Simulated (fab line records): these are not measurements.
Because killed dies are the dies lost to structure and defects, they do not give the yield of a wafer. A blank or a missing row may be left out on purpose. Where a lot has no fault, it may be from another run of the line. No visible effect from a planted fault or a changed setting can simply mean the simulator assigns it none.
fab line records	flow nand-harc
[record] lots = 5	wafers = 15	last-day = 25
route steps=1159 shown P_CONTACT@217 END@1159
lots that met no fault: taken from a fault-free run of the same line
start-h: the number of hours between the record's first day and the start of the first shown wafer of the lot	wait-h: hours from the lot's prior step to this one	" same as the row above	L1.1+2: one row covering several wafers at once	- no value, or no start was given	* or withheld: withheld	< > ~ a bound
route shown NAME@n: names a module that has steps shown in the file, with the first one's number in the route	usual: mean/standard deviation taken from wafers without a fault	same: alike in all rows	chamber/n: place in a boat	sites: per-site readings	_std_site: their standard deviation	_edge_site: the outer-site mean with the inner-site mean subtracted	radius-mm: for every site, how far away it sits from the centre of the wafer	mask NAME#n: copy n	behind: the tool/chamber that last shaped the wafer	hold: why the lot went on hold/how many hours it stayed there/how the hold came to an end	device: which transistor (n, p or np) failed to switch	end of line: tests run on the same wafers once the route is complete	for a step that has no rows: nothing shown but its recipe	killed: at the first sort, the dies lost to defects and structure; wafer yield is something else	map: a wafer's dies, marking killed ones x, the rest . and places with no die _
set.NAME: the setting the step ran with; set.NAME@STEP: the setting that earlier step ran with	model.NAME: the simulator's own value behind a step, which no gauge read
lots seen at some steps along the route; tables by step, rows by wafer
services: a tool's chamber out of use, with start hour (start-h, from the record's first day; less than 0 if before it), hours out, and reason
[[steps]]
[step NHARC_P_CONTACT_DEP_30]
[recipe] target-thk-a = 300	temp-c = 400	target-thk-nm = 30	flow-sccm = 200	rf-w = 450	material = SiNx
[usual] heater-power-w = 677/90
lot.wafer	tool	chamber	start-h	wait-h	heater-power-w
L480.1	pecvd-02	0	123.74	0.1	588
L480.3	"	1	"	"	701
L480.5	"	1	"	"	727
L479.2	pecvd-02	0	130.96	0.1	674
L479.4	"	1	"	"	683
L479.5	"	0	"	"	684
L484.3	pecvd-03	0	149.47	0.1	649
L484.1	"	1	"	"	824
L484.6	"	1	"	"	818
L495.3	pecvd-04	0	211.20	0.1	470
L495.1	"	1	"	"	688
L495.6	"	1	"	"	706
L498.3	pecvd-02	1	238.84	0.1	676
L498.2	"	2	"	"	714
L498.5	"	2	"	"	723
[step NHARC_P_CONTACT_DEP_00]
[recipe] target-thk-a = 5000	temp-c = 400	pressure-torr = 6.5	rf-w = 900	teos-flow-sccm = 161.4	flow-sccm = 2650	target-thk-nm = 500	gas = O2	material = SiO2
[step NHARC_P_CONTACT_CMP_01]
[recipe] target-thk-nm = 200	material = SiO2
[usual] motor-current-A = 11.9/0.8
lot.wafer	tool	chamber	start-h	wait-h	motor-current-A
L480.3	cmp-03	3	124.48	-	12.2
L480.1	"	1	"	"	10.8
L480.5	"	3	"	"	12.1
L479.2	cmp-03	1	131.59	-	11.0
L479.4	"	0	"	"	10.5
L479.5	"	1	"	"	11.4
L484.3	cmp-02	0	150.15	-	13.0
L484.1	"	1	"	"	10.8
L484.6	"	1	"	"	10.9
L495.1	cmp-01	2	211.96	-	12.1
L495.3	"	3	"	"	10.9
L495.6	"	1	"	"	12.5
L498.2	cmp-01	0	239.52	-	11.5
L498.3	"	1	"	"	12.7
L498.5	"	0	"	"	11.9
[step NHARC_P_CONTACT_SRD_03]
[step NHARC_P_CONTACT_DEHYDRATE_04]
[recipe] temp-c = 150	time-s = 120
[step NHARC_P_CONTACT_HMDS_05]
[recipe] time-s = 30
[step NHARC_P_CONTACT_COAT_33]
[recipe] temp-c = 260	time-s = 75
[step NHARC_P_CONTACT_COAT_34]
[recipe] temp-c = 225	time-s = 65
[step NHARC_P_CONTACT_COAT_06]
[recipe] spin-rpm = 1500	resist-thk-nm = 90
[step NHARC_P_CONTACT_SOFTBAKE_07]
[recipe] temp-c = 105	time-s = 55
[step NHARC_P_CONTACT_EBR_08]
[step NHARC_P_CONTACT_EXPOSE_09]
[recipe] na = 1.35	target-cd-nm = 90	dose-mj = 81.26	mask-id = P_CA
lot.wafer	tool	chamber	start-h	wait-h	mask
L480.1+3+5	arfi-scanner-01	0	125.02	-	P_CA#0
L479.2+4+5	arfi-scanner-03	0	132.29	-	P_CA#0
L484.1+3+6	arfi-scanner-03	0	150.85	-	P_CA_R1#0
L495.1+3+6	arfi-scanner-03	0	212.64	-	P_CA#0
L498.2+3+5	arfi-scanner-03	0	240.09	-	P_CA#0
[step NHARC_P_CONTACT_PEB_10]
[recipe] peb-temp-c = 100	peb-time-s = 65
[step NHARC_P_CONTACT_DEVELOP_11]
[recipe] develop-time-s = 35	dev-temp-c = 23
[step NHARC_P_CONTACT_CD_MEAS_12]
[recipe] target-cd-nm = 90	landing-energy-ev = 500
[usual] cd-nm = 89.8/0.82
lot.wafer	tool	chamber	start-h	wait-h	cd-nm
L480.1	cd-sem-02	0	125.16	-	88.9
L480.3	"	0	"	"	89.7
L480.5	"	0	"	"	89.3
L479.2	cd-sem-02	0	132.44	-	90.4
L479.4	"	0	"	"	90.5
L479.5	"	0	"	"	91.0
L484.1	cd-sem-02	0	150.99	-	94.1
L484.3	"	0	"	"	93.3
L484.6	"	0	"	"	94.6
L495.1	cd-sem-01	0	212.78	-	90.7
L495.3	"	0	"	"	90.1
L495.6	"	0	"	"	90.1
L498.2	cd-sem-03	0	240.23	-	89.6
L498.3	"	0	"	"	90.0
L498.5	"	0	"	"	88.6
[step NHARC_P_CONTACT_OVL_MEAS_13]
[usual] overlay-x-nm = -0.3/0.85	overlay-y-nm = -0.1/0.96
lot.wafer	tool	chamber	start-h	wait-h	overlay-x-nm	overlay-y-nm
L480.1	overlay-02	-	125.24	-	-1.6	0.6
L480.3	"	-	"	"	-1.4	0.5
L480.5	"	-	"	"	-1.6	0.9
L479.2	overlay-02	-	132.52	-	-0.8	-0.5
L479.4	"	-	"	"	-0.4	0.0
L479.5	"	-	"	"	-0.6	-0.5
L484.1	overlay-01	-	151.08	-	-1.7	-1.6
L484.3	"	-	"	"	-1.5	-1.2
L484.6	"	-	"	"	-1.9	-1.6
L495.1	overlay-02	-	212.86	-	-1.0	-0.4
L495.3	"	-	"	"	-1.4	-0.1
L495.6	"	-	"	"	-1.1	-0.5
L498.2	overlay-02	-	240.31	-	0.6	-0.2
L498.3	"	-	"	"	0.8	0.2
L498.5	"	-	"	"	0.5	-0.1
[step NHARC_P_CONTACT_INSPECT_14]
[usual] raw-defect-count = 4.0/2.1
lot.wafer	tool	chamber	start-h	wait-h	raw-defect-count
L480.1	defect-inspect-01	-	125.28	0.0	1
L480.3	"	-	"	"	7
L480.5	"	-	"	"	7
L479.2	defect-inspect-02	-	132.56	0.0	2
L479.4	"	-	"	"	6
L479.5	"	-	"	"	3
L484.1	defect-inspect-02	-	151.11	0.0	6
L484.3	"	-	"	"	5
L484.6	"	-	"	"	2
L495.1	defect-inspect-02	-	212.90	0.0	6
L495.3	"	-	"	"	6
L495.6	"	-	"	"	6
L498.2	defect-inspect-01	-	240.35	0.0	1
L498.3	"	-	"	"	3
L498.5	"	-	"	"	2
[step NHARC_P_CONTACT_DESCUM_17]
[recipe] time-s = 3	o2-flow-sccm = 200	ar-flow-sccm = 0	bias-power-w = 0	chemistry = O2
[usual] drypump-motor-current-A = 5.7/0.49	oes-product-au = 1.002/0.013	rf-vpp-V = 57.8/0.92	showerhead-plenum-p-Torr = 1.93/0.072	throttle-valve-pct = 11.311/0.0087
lot.wafer	tool	chamber	start-h	wait-h	drypump-motor-current-A	oes-product-au	rf-hours-counter-h	rf-vpp-V	showerhead-plenum-p-Torr	throttle-valve-pct	model.P_CONTACT.cd-nm
L480.1	rie-diel-02	0	125.35	0.1	5.9	1.024	15	57.9	2.03	11.301	88.34
L480.3	"	1	"	"	6.5	0.999	13	55.3	1.86	11.302	89.98
L480.5	"	3	"	"	5.8	1.002	-	56.9	1.93	11.299	89.62
L479.2	rie-diel-10	1	132.62	0.1	5.6	1.003	11	57.2	1.93	11.316	90.65
L479.4	"	3	"	"	5.4	0.994	13	59.8	1.95	11.306	90.91
L479.5	"	2	"	"	5.0	0.994	-	59.3	1.88	11.322	90.39
L484.1	rie-diel-04	3	151.18	0.1	5.6	1.013	8	59.1	1.81	11.313	94.37
L484.3	"	1	"	"	4.7	1.003	8	58.4	1.93	11.308	92.56
L484.6	"	3	"	"	5.6	1.018	-	56.9	1.81	11.303	95.22
L495.3	rie-diel-10	1	212.96	0.1	5.7	0.984	2	58.0	1.93	11.303	89.87
L495.1	"	3	"	"	5.4	0.997	2	57.8	1.94	11.297	90.65
L495.6	"	2	"	"	5.0	1.005	-	56.3	1.87	11.309	89.59
L498.2	rie-diel-04	0	240.41	0.1	6.7	1.007	44	58.1	1.95	11.295	89.61
L498.3	"	1	"	"	4.6	1.007	45	58.6	1.92	11.325	88.48
L498.5	"	0	"	"	6.7	1.000	-	57.9	1.95	11.302	88.49
[step NHARC_P_CONTACT_ETCH_35]
[recipe] target-depth-a = 390	over-etch-frac = 0.3	time-s = 65	ion-energy-ev = 80	cf4-flow-sccm = 150	ar-flow-sccm = 0	rf-w = 300	bias-w = 100	chemistry = CF4
[usual] drypump-motor-current-A = 5.8/0.5	oes-product-au = 1.002/0.014	rf-vpp-V = 151.4/1.1	showerhead-plenum-p-Torr = 1.78/0.063	throttle-valve-pct = 13.284/0.0089
lot.wafer	tool	chamber	start-h	wait-h	drypump-motor-current-A	oes-product-au	rf-hours-counter-h	rf-vpp-V	showerhead-plenum-p-Torr	throttle-valve-pct
L480.1	rie-diel-02	0	125.43	0.1	5.9	1.005	15	152.5	1.87	13.278
L480.3	"	2	"	"	5.9	1.007	12	154.0	1.88	13.286
L480.5	"	1	"	"	6.5	0.989	-	151.0	1.73	13.292
L479.2	rie-diel-10	3	132.71	0.1	5.4	0.989	13	151.3	1.80	13.295
L479.4	"	0	"	"	5.7	1.014	13	150.3	1.68	13.283
L479.5	"	3	"	"	5.4	0.989	-	150.5	1.80	13.287
L484.1	rie-diel-04	3	151.27	0.1	5.6	1.031	8	148.6	1.68	13.298
L484.3	"	0	"	"	6.7	0.995	8	151.5	1.81	13.276
L484.6	"	1	"	"	4.7	1.002	-	151.7	1.78	13.292
L495.1	rie-diel-10	2	213.16	0.2	5.0	1.012	3	150.7	1.74	13.286
L495.3	"	3	"	"	5.4	0.992	3	152.5	1.80	13.267
L495.6	"	2	"	"	5.0	1.003	-	151.3	1.73	13.278
L498.2	rie-diel-04	0	240.50	0.1	6.7	1.003	44	153.7	1.80	13.299
L498.3	"	1	"	"	4.7	1.010	45	152.5	1.77	13.286
L498.5	"	1	"	"	4.6	1.013	-	152.1	1.77	13.291
[step NHARC_P_CONTACT_ETCH_36]
[recipe] target-depth-a = 2600	over-etch-frac = 0.25	time-s = 406.25	ion-energy-ev = 200	n2-flow-sccm = 150	h2-flow-sccm = 150	ar-flow-sccm = 0	rf-w = 400	bias-w = 150	chemistry = N2/H2
[usual] drypump-motor-current-A = 5.7/0.46	oes-product-au = 1.004/0.014	rf-vpp-V = 430.8/2.4	showerhead-plenum-p-Torr = 2.05/0.082	throttle-valve-pct = 14.171/0.0086
lot.wafer	tool	chamber	start-h	wait-h	drypump-motor-current-A	oes-product-au	rf-hours-counter-h	rf-vpp-V	showerhead-plenum-p-Torr	throttle-valve-pct
L480.3	rie-diel-02	2	-	-	6.0	1.000	13	434.8	2.19	14.178
L480.1	"	3	"	"	5.8	0.993	15	432.1	2.06	14.171
L480.5	"	0	"	"	5.9	1.005	-	434.1	2.16	14.168
L479.4	rie-diel-10	1	-	-	5.7	0.999	11	429.4	2.06	14.166
L479.2	"	3	"	"	5.4	0.981	13	430.3	2.08	14.164
L479.5	"	1	"	"	5.6	1.007	-	431.5	2.06	14.160
L484.1	rie-diel-04	1	-	-	4.6	1.011	8	429.4	2.06	14.166
L484.3	"	2	"	"	5.6	1.014	8	431.6	2.09	14.176
L484.6	"	3	"	"	5.6	1.025	-	428.5	1.93	14.153
L495.3	rie-diel-10	0	-	-	5.7	1.021	3	427.5	1.92	14.177
L495.1	"	1	"	"	5.6	0.983	2	430.4	2.05	14.171
L495.6	"	2	"	"	4.9	0.999	-	429.5	2.00	14.174
L498.3	rie-diel-04	2	-	-	5.6	1.025	44	431.4	2.08	14.161
L498.2	"	1	"	"	4.7	1.009	45	431.3	2.05	14.177
L498.5	"	3	"	"	5.6	1.024	-	427.7	1.92	14.182
[step NHARC_P_CONTACT_ETCH_18]
[recipe] target-depth-a = 4810	time-s = 240.5	c4f8-flow-sccm = 20	o2-flow-sccm = 10	ar-flow-sccm = withheld	rf-w = 600	bias-w = 1500	chemistry = C4F8/O2/Ar
[usual] oes-product-au = 0.961/0.021	rf-vpp-V = 979/5.2
lot.wafer	tool	chamber	start-h	wait-h	oes-product-au	rf-hours-counter-h	rf-vpp-V
L480.3	rie-diel-02	3	-	-	0.959	16	980
L480.1	"	1	"	"	0.978	14	976
L480.5	"	3	"	"	0.957	-	980
L479.2	rie-diel-10	0	-	-	0.967	13	971
L479.4	"	2	"	"	0.924	12	977
L479.5	"	0	"	"	0.962	-	971
L484.3	rie-diel-04	3	-	-	0.988	8	972
L484.1	"	1	"	"	0.989	8	979
L484.6	"	0	"	"	0.977	-	981
L495.1	rie-diel-10	0	-	-	0.971	3	970
L495.3	"	2	"	"	0.945	3	976
L495.6	"	1	"	"	0.926	-	979
L498.2	rie-diel-04	1	-	-	0.965	45	979
L498.3	"	3	"	"	1.001	43	971
L498.5	"	1	"	"	0.956	-	978
[step NHARC_P_CONTACT_STRIP_37]
[recipe] c4f8-flow-sccm = withheld	o2-flow-sccm = 8	ar-flow-sccm = withheld	bias-w = 0	chemistry = C4F8/O2/Ar
[step NHARC_P_CONTACT_ETCH_31]
[recipe] target-depth-a = 300	time-s = 85.7	ion-energy-ev = 120	over-etch-frac = 1	ch3f-flow-sccm = 50	o2-flow-sccm = 30	ar-flow-sccm = 200	rf-w = 500	bias-w = 100	chemistry = CH3F/O2
[usual] drypump-motor-current-A = 5.7/0.48	oes-product-au = 0.981/0.017	rf-vpp-V = 244.6/1.5	showerhead-plenum-p-Torr = 2.48/0.088	throttle-valve-pct = 20.663/0.009
lot.wafer	tool	chamber	start-h	wait-h	drypump-motor-current-A	oes-product-au	rf-hours-counter-h	rf-vpp-V	showerhead-plenum-p-Torr	throttle-valve-pct	model.P_CONTACT.cd-nm
L480.1	rie-diel-02	3	-	-	5.8	0.971	16	243.6	2.48	20.668	89.78
L480.3	"	0	"	"	5.9	0.992	16	246.1	2.60	20.668	87.72
L480.5	"	3	"	"	5.8	0.961	-	244.7	2.48	20.657	90.07
L479.4	rie-diel-10	2	-	-	4.9	0.947	12	243.3	2.41	20.666	90.75
L479.2	"	3	"	"	5.4	0.954	13	245.2	2.50	20.645	92.17
L479.5	"	2	"	"	5.0	0.961	-	242.5	2.41	20.670	90.12
L484.3	rie-diel-04	3	-	-	5.6	0.994	8	243.1	2.34	20.668	91.49
L484.1	"	0	"	"	6.7	0.976	8	246.4	2.52	20.669	94.92
L484.6	"	3	"	"	5.6	1.000	-	241.3	2.34	20.652	95.1
L495.1	rie-diel-10	1	-	-	5.6	0.960	2	244.4	2.48	20.662	89.42
L495.3	"	3	"	"	5.4	0.952	3	244.9	2.50	20.646	90.44
L495.6	"	2	"	"	5.0	0.980	-	244.1	2.41	20.666	89.98
L498.3	rie-diel-04	1	-	-	4.6	0.994	46	244.2	2.47	20.660	88.16
L498.2	"	3	"	"	5.6	1.019	44	241.6	2.32	20.671	88.21
L498.5	"	1	"	"	4.7	0.990	-	246.2	2.47	20.652	88.3
[step NHARC_P_CONTACT_CD_MEAS_19]
[usual] cd-nm = 90.0/1.7
lot.wafer	tool	chamber	start-h	wait-h	cd-nm
L480.1	cd-sem-01	-	126.21	-	89.6
L480.3	"	-	"	"	87.8
L480.5	"	-	"	"	90.4
L479.2	cd-sem-02	-	133.49	-	92.1
L479.4	"	-	"	"	90.5
L479.5	"	-	"	"	89.7
L484.1	cd-sem-02	-	152.05	-	94.8
L484.3	"	-	"	"	91.2
L484.6	"	-	"	"	95.0
L495.1	cd-sem-01	-	213.96	-	89.3
L495.3	"	-	"	"	90.4
L495.6	"	-	"	"	89.7
L498.2	cd-sem-01	-	241.29	-	88.2
L498.3	"	-	"	"	88.3
L498.5	"	-	"	"	88.4
[step NHARC_END_SORT_01]
[recipe] temp-c = 25
[usual] killed-at-array = 24/8.7	killed-at-other = 0.8/1.2	killed-at-periphery = 3.6/2.3	killed-dies = 28/8.9	killed-open = 3.2/1.9	killed-short = 2.0/1.6
[same] gross-dies = 677
lot.wafer	tool	chamber	start-h	wait-h	killed-at-array	killed-at-other	killed-at-periphery	killed-dies	killed-open	killed-short
L484.1	prober-02	0	480.33	2.5	9	0	3	12	2	0
// killed by level:class
L484.1 A_CONTACT:chamber-film-flake=5 A_CHANNEL_HOLE_D1:chamber-film-flake=2 A_STAIRCASE:chamber-film-flake=2 P_CONTACT:geometric-particle:open=1 P_M1:geometric-particle:open=1 P_STI:chamber-film-flake=1
[[services]]
tool	chamber	start-h	hours	kind
rie-diel-02	3	102.63	5.1	repair
pecvd-02	-	103.13	0.9	repair
arfi-scanner-03	-	108.94	4.0	pm
rie-diel-04	-	112.07	9.0	pm
rie-diel-10	2	112.56	2.2	repair
cmp-03	-	113.98	2.4	repair
arfi-scanner-03	-	126.56	0.9	repair
arfi-scanner-03	-	148.95	1.6	repair
rie-diel-02	-	150.78	9.0	pm
pecvd-02	-	153.11	13.0	pm
cmp-03	-	156.00	4.0	pm
pecvd-02	1	169.26	6.8	repair
rie-diel-10	-	176.50	9.0	pm
cmp-03	-	185.58	1.0	repair
cmp-01	-	186.28	4.0	pm
cmp-03	-	190.57	6.6	repair
cmp-01	-	192.63	0.6	repair
rie-diel-10	1	204.97	3.9	repair
rie-diel-10	0	217.32	19.7	repair
rie-diel-02	1	219.32	3.7	repair
rie-diel-02	1	223.10	4.4	repair
cmp-01	-	224.70	2.0	repair
rie-diel-10	1	226.61	1.7	repair
cmp-01	-	233.93	1.0	repair
[[key]]
[first-sign] step = NHARC_P_CONTACT_EXPOSE_09	reading = mask	direction = changed
[effect] step = NHARC_P_CONTACT_CD_MEAS_12	reading = cd-nm	direction = up	sigmas = 5.1	usual = 89.8	struck = 94.0
[effect] step = NHARC_P_CONTACT_CD_MEAS_19	reading = cd-nm	direction = up	sigmas = 2.2	usual = 90.0	struck = 93.7
[model-effect] step = NHARC_P_CONTACT_DESCUM_17	value = P_CONTACT.cd-nm	without = 88.89	struck = 94.05
[model-effect] step = NHARC_P_CONTACT_ETCH_31	value = P_CONTACT.cd-nm	without = 88.68	struck = 93.84
met-at NHARC_P_CONTACT_EXPOSE_09
struck-wafers L484.1,L484.3,L484.6
tester-left-out L484
onset-between 132.29 150.85
[fault] kind = wrong-mask	tool = any	chamber = -	onset-h = 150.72	steps = NHARC_P_CONTACT_EXPOSE_09	aux-copy = P_CA_R1#0	cd-offset-nm = 5.1544	scope = struck-lots-only
// tester-left-out: of these lots the tester's yield and bins aren't shown, on N5 and GAA mostly nor the transistor test; their killed dies are dies lost to structure and defects alone, not to doping, threshold or leakage, so they don't give the yield
